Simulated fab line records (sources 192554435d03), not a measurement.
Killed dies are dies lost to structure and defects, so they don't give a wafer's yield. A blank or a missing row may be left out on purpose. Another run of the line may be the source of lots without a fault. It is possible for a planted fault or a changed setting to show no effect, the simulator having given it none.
Lot-split experiment / flow n5-finfet / 21 wafers read from 7 lots, route of 1938 steps

== ABOUT THE SPLIT ==
At N5_GATE_CUT_EXPOSE_10 (exposes mask GATE CUT, target cd 20 nm), the setting dose-mj was moved away from the recipe's 43.25 on 8 of the 21 wafers read, by -6.4% to +5.6%. For the rest of the wafers, this setting stayed at what the recipe calls for.

== FROM THE SPLIT TO THE READING: what the file shows between them, 2 steps ==
- N5_GATE_CUT_PEB_11: peb time 60 s
- N5_GATE_CUT_DEVELOP_12: develop time 30 s

== THE READING ==
Shown in nm: cd-nm at N5_GATE_CUT_CD_MEAS_13, with target cd 20 nm. Typical for fault-free wafers on this fab line: 19.97 nm, with standard deviation 0.25 nm.

wafer=L075.1; tool, chamber at the split=euv-scanner-01, 0; dose-mj as run=43.25; against the recipe=recipe; cd-nm, nm=20.22; against lot-mates on the recipe=-
wafer=L075.2; tool, chamber at the split=euv-scanner-01, 0; dose-mj as run=43.25; against the recipe=recipe; cd-nm, nm=20.03; against lot-mates on the recipe=-
wafer=L075.6; tool, chamber at the split=euv-scanner-01, 0; dose-mj as run=43.25; against the recipe=recipe; cd-nm, nm=20.04; against lot-mates on the recipe=-
wafer=L078.1; tool, chamber at the split=euv-scanner-01, 0; dose-mj as run=43.25; against the recipe=recipe; cd-nm, nm=19.97; against lot-mates on the recipe=-
wafer=L078.3; tool, chamber at the split=euv-scanner-01, 0; dose-mj as run=43.25; against the recipe=recipe; cd-nm, nm=20.14; against lot-mates on the recipe=-
wafer=L078.5; tool, chamber at the split=euv-scanner-01, 0; dose-mj as run=43.25; against the recipe=recipe; cd-nm, nm=19.99; against lot-mates on the recipe=-
wafer=L079.1; tool, chamber at the split=euv-scanner-02, 0; dose-mj as run=43.25; against the recipe=recipe; cd-nm, nm=20.37; against lot-mates on the recipe=-
wafer=L079.3; tool, chamber at the split=euv-scanner-02, 0; dose-mj as run=43.25; against the recipe=recipe; cd-nm, nm=20.29; against lot-mates on the recipe=-
wafer=L079.6; tool, chamber at the split=euv-scanner-02, 0; dose-mj as run=43.25; against the recipe=recipe; cd-nm, nm=20.33; against lot-mates on the recipe=-
wafer=L081.4; tool, chamber at the split=euv-scanner-01, 0; dose-mj as run=43.25; against the recipe=recipe; cd-nm, nm=19.79; against lot-mates on the recipe=-
wafer=L081.5; tool, chamber at the split=euv-scanner-01, 0; dose-mj as run=45.66; against the recipe=+5.6%; cd-nm, nm=21.23; against lot-mates on the recipe=+1.44
wafer=L081.6; tool, chamber at the split=euv-scanner-01, 0; dose-mj as run=45.66; against the recipe=+5.6%; cd-nm, nm=20.87; against lot-mates on the recipe=+1.08
wafer=L086.2; tool, chamber at the split=euv-scanner-01, 0; dose-mj as run=43.25; against the recipe=recipe; cd-nm, nm=20.09; against lot-mates on the recipe=-
wafer=L086.3; tool, chamber at the split=euv-scanner-01, 0; dose-mj as run=40.49; against the recipe=-6.4%; cd-nm, nm=18.24; against lot-mates on the recipe=-1.78
wafer=L086.4; tool, chamber at the split=euv-scanner-01, 0; dose-mj as run=43.25; against the recipe=recipe; cd-nm, nm=19.95; against lot-mates on the recipe=-
wafer=L089.2; tool, chamber at the split=euv-scanner-02, 0; dose-mj as run=40.48; against the recipe=-6.4%; cd-nm, nm=18.45; against lot-mates on the recipe=no lot-mate on the recipe
wafer=L089.3; tool, chamber at the split=euv-scanner-02, 0; dose-mj as run=40.48; against the recipe=-6.4%; cd-nm, nm=18.16; against lot-mates on the recipe=no lot-mate on the recipe
wafer=L089.6; tool, chamber at the split=euv-scanner-02, 0; dose-mj as run=40.48; against the recipe=-6.4%; cd-nm, nm=18.28; against lot-mates on the recipe=no lot-mate on the recipe
wafer=L090.1; tool, chamber at the split=euv-scanner-01, 0; dose-mj as run=45.66; against the recipe=+5.6%; cd-nm, nm=21.32; against lot-mates on the recipe=+1.49
wafer=L090.4; tool, chamber at the split=euv-scanner-01, 0; dose-mj as run=45.66; against the recipe=+5.6%; cd-nm, nm=21.19; against lot-mates on the recipe=+1.36
wafer=L090.5; tool, chamber at the split=euv-scanner-01, 0; dose-mj as run=43.25; against the recipe=recipe; cd-nm, nm=19.83; against lot-mates on the recipe=-

THE FIT
A straight line over all 21 wafers: cd-nm changes by +0.242 nm for each +1% of dose-mj; r = +0.97; the points scatter about the line by 0.22 nm.
The same after taking each lot's own level away (the mean of its wafers on the recipe; 18 wafers): +0.253 nm for each +1%; r = +0.99; scatter 0.11 nm.
According to that fit, moving dose-mj by its largest amount changes the reading by 1.6 nm.
The span of the lots' own levels, 19.790 to 20.330 nm, comes to 2.2 times the standard deviation stated above.
The two slopes agree, so the slope changes little with the lot-to-lot level.
Check: with one of the wafers moved furthest among these (-6.4%) left out of the fit, the line predicts -1.54 nm for it against its lot-mates. It came out at -1.78 nm against them.

== THESE WAFERS: OTHER SPLITS ==
These wafers also went through other splits before the reading. Each is held against what the fit with the lots' levels taken away leaves over:
other split on the same wafers=N5_SD_EPI_P_EPI_21 temp-c; wafers away from the commonest value=7; r with cd-nm (lot level and that fit taken away)=+0.14
other split on the same wafers=N5_HKMG_FIN_ETCH_54 source-w; wafers away from the commonest value=7; r with cd-nm (lot level and that fit taken away)=-0.09
other split on the same wafers=N5_GATE_CUT_COAT_27 spin-rpm; wafers away from the commonest value=10; r with cd-nm (lot level and that fit taken away)=-0.03

== THE WHOLE CHAIN: every reading that the file lists as answering this split, in the file's order ==
step=N5_GATE_CUT_CD_MEAS_13; what it does=target cd 20 nm; reading=cd-nm; change (the file's fit)=+0.256 nm for each +1% of the setting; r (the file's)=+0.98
step=N5_GATE_CUT_DESCUM_18; what it does=chemistry O2, time 7 s; reading=GATE_CUT.cd-nm (the simulator's own value, which no gauge read); change (the file's fit)=+0.219 nm for each +1% of the setting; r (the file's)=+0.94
step=N5_GATE_CUT_ETCH_28; what it does=etches underlayer in N2/H2, target depth 13 nm, time 10.4 s; reading=GATE_CUT.cd-nm (the simulator's own value, which no gauge read); change (the file's fit)=+0.201 nm for each +1% of the setting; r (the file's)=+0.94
step=N5_GATE_CUT_ETCH_36; what it does=etches SiARC in CF4, target depth 13 nm, time 21.7 s; reading=GATE_CUT.cd-nm (the simulator's own value, which no gauge read); change (the file's fit)=+0.194 nm for each +1% of the setting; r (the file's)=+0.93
step=N5_GATE_CUT_ETCH_37; what it does=etches SOC in N2/H2, target depth 60 nm, overetch 12 nm, time 90 s; reading=GATE_CUT.cd-nm (the simulator's own value, which no gauge read); change (the file's fit)=+0.246 nm for each +1% of the setting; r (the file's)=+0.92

== THE FILE'S OWN FIT ==
cd-nm changes by +0.256 nm for each +1% of dose-mj, r = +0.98.
